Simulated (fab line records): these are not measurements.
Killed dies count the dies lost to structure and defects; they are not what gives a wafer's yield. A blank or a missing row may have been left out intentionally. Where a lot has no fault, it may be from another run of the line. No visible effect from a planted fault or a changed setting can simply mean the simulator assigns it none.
Which tool is to blame? -- flow nandHarc -- 13 lots with 39 wafers sampled at 5 steps, on a route of 1302 steps

WHAT THE GAUGES SHOWED, per wafer
NHARC_P_START_INSPECT_01.
lot,measured,on,rawDefectCount
L734,day 1 20:02,defectInspect-01,3 3 1
L735,day 2 06:02,defectInspect-02,2 2 3
L736,day 2 16:02,defectInspect-01,2 4 3
L738,day 3 12:02,defectInspect-02,0 2 3
L739,day 3 22:02,defectInspect-01,3 4 3
L740,day 4 08:02,defectInspect-02,2 3 3
L742,day 5 04:02,defectInspect-01,6 5 2
L743,day 5 14:03,defectInspect-02,5 2 3
L745,day 6 10:02,defectInspect-01,6 4 0
L754,day 10 04:02,defectInspect-01,4 3 3
L755,day 10 14:02,defectInspect-02,4 1 6
L756,day 11 00:02,defectInspect-02,4 1 3
L757,day 11 10:02,defectInspect-01,4 2 1

NHARC_P_ZERO_WELL_CD_MEAS_24 targets a cd of 720 nm.
lot,measured,on,cdNm (nm)
L734,day 1 22:35,cdSem-02,718.0 719.8 718.3
L735,day 2 08:34,cdSem-03,718.8 722.0 723.4
L736,day 2 18:37,cdSem-03,719.8 721.2 720.3
L738,day 3 14:28,cdSem-02,715.5 718.3 718.8
L739,day 4 00:28,cdSem-01,719.9 719.5 718.8
L740,day 4 10:29,cdSem-01,722.3 721.3 719.6
L742,day 5 06:36,cdSem-03,719.0 721.2 718.2
L743,day 5 16:58,cdSem-01,724.9 722.1 723.9
L745,day 6 12:35,cdSem-01,- - -
L754,day 10 06:42,cdSem-03,718.8 720.3 722.6
L755,day 10 16:34,cdSem-01,719.8 719.0 718.1
L756,day 11 02:37,cdSem-03,721.8 721.2 720.4
L757,day 11 12:37,cdSem-03,721.2 719.3 721.3

NHARC_P_STI_CD_MEAS_09 targets a cd of 200 nm.
lot,measured,on,cdNm (nm)
L734,day 2 22:49,cdSem-02,200 198 204
L735,day 3 07:35,cdSem-03,195 197 202
L736,day 3 17:49,cdSem-02,203 203 207
L738,day 4 13:17,cdSem-03,199 198 202
L739,day 4 23:06,cdSem-01,206 202 205
L740,day 5 08:14,cdSem-01,201 205 208
L742,day 6 02:39,cdSem-02,198 197 197
L743,day 6 15:46,cdSem-01,196 196 197
L754,day 11 05:19,cdSem-01,199 198 199
L755,day 11 13:05,cdSem-02,205 204 205
L756,day 11 23:53,cdSem-03,200 205 205
L757,day 12 09:51,cdSem-02,201 205 203

NHARC_P_STI_OVL_MEAS_10.
lot,measured,on,overlayXNm (nm),overlayYNm (nm)
L734,day 2 22:53,overlay-01,-4 -4 -3,-2 -2 -2
L735,day 3 07:41,overlay-01,-12 -12 -12,-8 -8 -9
L736,day 3 17:53,overlay-01,-7 -6 -7,-5 -5 -6
L738,day 4 13:22,overlay-01,-6 -6 -6,0 0 0
L739,day 4 23:11,overlay-01,-5 -5 -5,1 1 1
L740,day 5 08:20,overlay-01,7 7 7,2 2 2
L742,day 6 02:44,overlay-01,7 8 8,-2 -2 -2
L743,day 6 15:50,overlay-01,-3 -3 -3,1 1 2
L754,day 11 05:25,overlay-02,-5 -4 -5,6 5 6
L755,day 11 13:10,overlay-01,3 3 3,-3 -2 -2
L756,day 11 23:58,overlay-01,-2 -2 -2,8 8 8
L757,day 12 09:56,overlay-01,4 4 4,-2 -3 -3

WHICH TOOL RAN EACH LOT (tool, then ch and the chambers of the sampled wafers, then the start)
lot,NHARC_P_ZERO_WELL_EXPOSE_21
L734,"krfScanner-04 ch 0, day 1 22:25"
L735,"krfScanner-03 ch 0, day 2 08:25"
L736,"krfScanner-02 ch 0, day 2 18:28"
L738,"krfScanner-03 ch 0, day 3 14:19"
L739,"krfScanner-02 ch 0, day 4 00:18"
L740,"krfScanner-02 ch 0, day 4 10:19"
L742,"krfScanner-04 ch 0, day 5 06:26"
L743,"krfScanner-03 ch 0, day 5 16:49"
L745,"krfScanner-03 ch 0, day 6 12:26"
L754,"krfScanner-03 ch 0, day 10 06:32"
L755,"krfScanner-03 ch 0, day 10 16:25"
L756,"krfScanner-04 ch 0, day 11 02:27"
L757,"krfScanner-03 ch 0, day 11 12:28"
- NHARC_P_ZERO_WELL_EXPOSE_21: exposes mask P NWELL, target cd 720 nm.

AS READ BY THE TOOLS THEMSELVES (means over the sampled wafers that have a number; for cases with no such wafer, the mark the record gives instead)
The record holds no such reading with a usual standard deviation.

THE ANSWER, worked out from the rows above alone
Rule: usual is defined by the lots themselves. Put in order of their means at a reading, lots are off if they are a third of the lots or fewer, leave a main group of 4 or more, and stand apart from it by a gap of 3 or more times the standard deviation of the main group's means; of several such gaps the widest counts. Not used: any main group whose means are identical at the precision the tables above print for the reading. Also off: a lot with no number at a reading for which 4 or more lots have one. Where the step has rows for the other lots, those lots are counted as sound. After the gauges, taken in route order, come the tools' own readings; for these a lot's mean is taken, as printed above. The first step at which some lot is off is used, and at that step the reading that is off furthest; a lot without a number counts as furthest.
Off: L745, at NHARC_P_ZERO_WELL_CD_MEAS_24 (cdNm). Without a number there: L745. Mean 720.2 nm and standard deviation 1.5 in the main group.
A tool fits if, at a process step before that reading, it ran every lot that is off, and no sound lot after the first of them. Gauges at NHARC_P_ZERO_WELL_CD_MEAS_24: tried the same way as those tools. No candidate that was tried fits.

WHAT WAS PUT IN BY THE SIMULATOR
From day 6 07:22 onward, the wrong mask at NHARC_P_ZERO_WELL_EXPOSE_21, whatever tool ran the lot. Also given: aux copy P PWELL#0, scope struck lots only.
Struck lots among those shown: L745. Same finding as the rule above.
